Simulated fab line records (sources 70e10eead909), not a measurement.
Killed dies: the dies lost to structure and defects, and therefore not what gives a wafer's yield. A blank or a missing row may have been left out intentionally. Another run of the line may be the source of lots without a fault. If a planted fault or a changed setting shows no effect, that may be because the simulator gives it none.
One fault through the eyes of 3 desks ; flow nand_harc ; every desk sees just its own numbers, and what lay behind them comes last

## THE DEFECT DESK
For each lot, the counts of the inspections along the route, averaged over the sampled wafers that have a number. The brackets show how far a lot's mean lies from the usual mean; more than 4 standard deviations puts the lot out of limits, marked OUT.
Columns: A = raw_defect_count at NHARC_A_SLIT_INSPECT_11, usual 54
lot;first seen here;A
L901;day 20 04:24;23
L906;day 21 12:53;28
L908;day 23 07:34;104
L911;day 23 16:47;82
L912;day 24 05:16;82
L913;day 24 08:56;16
L915;day 25 07:52;42
L914;day 25 14:58;89
L918;day 26 23:02;23
L917;day 27 00:25;49
L920;day 27 15:37;24
L922;day 29 03:21;75
L921;day 29 04:02;17
L923;day 29 07:05;10
Result from this desk: across the 14 lots, nothing is out of limits.

## THE METROLOGY DESK
What the gauges read, lot by lot, whatever tool the lot ran on: means of the sampled wafers that have a number. The brackets show how far a lot's mean lies from the usual mean; more than 4 standard deviations puts the lot out of limits, marked OUT.
Columns: A = overlay_x_nm at NHARC_A_SLIT_OVL_MEAS_10, usual -0.1 nm; B = overlay_y_nm at NHARC_A_SLIT_OVL_MEAS_10, usual 0.2 nm
lot;first seen here;A;B
L901;day 20 04:22;-1.1;0.8
L906;day 21 12:51;0.3;-0.1
L908;day 23 07:32;-0.6;1.2
L911;day 23 16:45;0.1;-1.0
L912;day 24 05:14;-1.2;-0.4
L913;day 24 08:54;-0.5;-0.1
L915;day 25 07:50;-0.3;0.7
L914;day 25 14:56;0.5;-0.2
L918;day 26 23:01;1.3;0.7
L917;day 27 00:23;-1.6;-0.7
L920;day 27 15:35;0.2;0.3
L922;day 29 03:19;-1.4;0.4
L921;day 29 04:00;0.2;-1.3
L923;day 29 07:04;0.3;-0.9
Result from this desk: across the 14 lots, nothing is out of limits.

## TOOL OWNER'S DESK, rie_metal-02
The tool's own readings at NHARC_A_WL_FILL_ETCHBACK_17 (etches the open film in Cl2/BCl3, target depth 4 nm, time 26.7 s): means of the sampled wafers that have a number, for each lot that ran on this tool. The brackets show how far a lot's mean lies from the usual mean; more than 4 standard deviations puts the lot out of limits, marked OUT.
Columns: A = drypump_motor_current_A at NHARC_A_WL_FILL_ETCHBACK_17, usual 5.5 A; B = oes_product_au at NHARC_A_WL_FILL_ETCHBACK_17, usual 1.004 a.u.; C = run_length_s at NHARC_A_WL_FILL_ETCHBACK_17, usual 47.9 s
lot;first seen here;A;B;C
L908;day 24 09:58;5.8;1.001;44.8 (-6.5) OUT
L911;day 24 17:56;5.9;0.985;44.8 (-6.5) OUT
L917;day 28 04:13;5.8;1.003;48.0
L922;day 30 03:55;5.8;0.998;47.6
This desk finds L908, L911 out of limits, L908 being first, at day 24 09:58 (run_length_s at NHARC_A_WL_FILL_ETCHBACK_17). In limits: L917, L922.

## BROUGHT TOGETHER
An alarm could have come from the tool owner's desk at day 24 09:58, on L908, L911.
Nothing out of limits was seen by the defect desk.
The metrology desk saw nothing out of limits.
The defect desk has L908, L911 on record, within its limits.
The metrology desk holds a record of L908, L911, inside its limits.
The lots listed all ran NHARC_A_WL_FILL_ETCHBACK_17 on rie_metal-02.

## WHAT THE SIMULATOR HAD PUT IN
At NHARC_A_WL_FILL_ETCHBACK_17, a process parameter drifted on rie_metal-02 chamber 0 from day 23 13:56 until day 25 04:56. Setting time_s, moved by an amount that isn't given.
Struck lots among those shown: L908, L911.
How many hours passed from the start of the fault until each desk's first out-of-limits reading: the tool owner's desk, 20.
